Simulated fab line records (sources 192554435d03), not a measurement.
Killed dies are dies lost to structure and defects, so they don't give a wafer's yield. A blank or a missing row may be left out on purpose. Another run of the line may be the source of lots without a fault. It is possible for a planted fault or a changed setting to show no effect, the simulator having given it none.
Matching of chambers | flow n5-finfet | N5_BEOL_M2_ALD_98 on ald-sin-03: 4 sister chambers
The step deposits SiO2, target thk 2.5 nm, pulse time 1 s, co reactant pulse time 1 s. 16 wafers are shown with their chamber, then 8 later ones without.

WAFERS PAIRED WITH THEIR CHAMBERS
wafer  | chamber | heater-power-w (W) | precursor-pulse-height-rel
L076.1 | 1       | 68                 | 1.008
L076.4 | 2       | 92                 | 0.979
L076.5 | 3       | 62                 | 0.980
L077.1 | 2       | 93                 | 0.991
L077.4 | 1       | 68                 | 0.982
L077.6 | 2       | 94                 | 0.962
L078.1 | 2       | 94                 | 1.023
L078.5 | 0       | 89                 | 1.011
L078.6 | 3       | 63                 | 1.024
L084.2 | 2       | 97                 | 1.051
L084.3 | 1       | 68                 | 0.999
L084.4 | 0       | 86                 | 1.012
L088.2 | 2       | 91                 | 1.002
L088.4 | 0       | 90                 | 0.954
L088.5 | 0       | 88                 | 1.014
L093.1 | 1       | 69                 | 0.987

SIGNATURES (averages over the wafers above)
reading                    | chamber 0 | chamber 1 | chamber 2 | chamber 3 | scatter within a chamber
heater-power-w             | 88.25     | 68.25     | 93.50     | 62.50     | 1.62
precursor-pulse-height-rel | 0.99775   | 0.99400   | 1.00133   | 1.00200   | 0.0274
Rule: distance of a wafer from a chamber = root of the sum over the readings of ((wafer's reading minus chamber's mean) / reading's scatter) squared. If the next closest chamber is less than 2 further off than the closest, the wafer can't be placed; otherwise it belongs to the closest. The scatter is the square root of a quotient: the sum, over the shown wafers, of each reading's squared deviation from its chamber's mean, divided by wafers minus chambers.

WAFERS WITH NO CHAMBER GIVEN
wafer  | heater-power-w (W) | precursor-pulse-height-rel
L093.4 | 90                 | 0.993
L093.6 | 68                 | 1.005
L096.1 | 67                 | 1.002
L096.4 | 65                 | 1.031
L096.5 | 63                 | 0.978
L097.1 | 63                 | 0.990
L097.5 | 63                 | 1.021
L097.6 | 94                 | 0.993

CHAMBER TAKEN BY EACH
wafer  | from the rows above     | in truth
L093.4 | can't be placed: 0 or 2 | 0
L093.6 | 1                       | 1
L096.1 | can't be placed: 1 or 3 | 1
L096.4 | can't be placed: 3 or 1 | 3
L096.5 | 3                       | 3
L097.1 | 3                       | 3
L097.5 | 3                       | 3
L097.6 | 2                       | 2
Placed correctly: 5 of 8. Can't be placed from these rows: 3 (the true chamber is among the candidates in 3). Placed wrongly: 0.
